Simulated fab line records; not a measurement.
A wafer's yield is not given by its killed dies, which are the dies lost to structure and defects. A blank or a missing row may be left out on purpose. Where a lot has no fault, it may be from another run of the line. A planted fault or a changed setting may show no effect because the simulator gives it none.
Matching of chambers	flow n5 finfet	rie diel-04 running N5_BEOL_M2_ETCH_77: 4 sister chambers
The step etches underlayer in N2/H2, target depth 6.5 nm, time 5.2 s. 4 wafers are shown with their chamber, then 8 later ones without.

## WAFERS WITH THEIR CHAMBER
wafer	chamber	showerhead plenum p Torr (Torr)
L089.1	1	2.69
L089.3	3	2.69
L089.6	0	2.67
L088.1	2	2.49

## WAFERS MISSING THEIR CHAMBER
wafer	showerhead plenum p Torr (Torr)
L088.3	2.67
L088.4	2.68
L094.1	2.48
L094.2	2.66
L094.5	2.68
L096.1	2.48
L096.4	2.66
L096.5	2.68

## THE CHAMBER EACH PASSED THROUGH
wafer	from the rows above	in truth
L088.3	0	0
L088.4	can't be placed: 1 or 3 or 0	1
L094.1	2	2
L094.2	0	0
L094.5	can't be placed: 1 or 3 or 0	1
L096.1	2	2
L096.4	0	0
L096.5	can't be placed: 1 or 3 or 0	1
Correctly placed: 5 of 8. Not placeable from these rows: 3 (in 3, the candidates include the true chamber). Number placed wrongly: 0.
How it was worked out, from the rows above alone: a wafer's distance from a chamber is the root of the sum, over the readings, of the square of ((its reading less the chamber's mean) divided by the reading's scatter). If the next closest chamber is less than 2 further off than the closest, the wafer can't be placed; otherwise it belongs to the closest. Each chamber's mean is taken over the wafers shown for it. The scatter: with one shown wafer a chamber, the root of the mean of the squares of how far each hidden wafer lies from its nearest shown one.
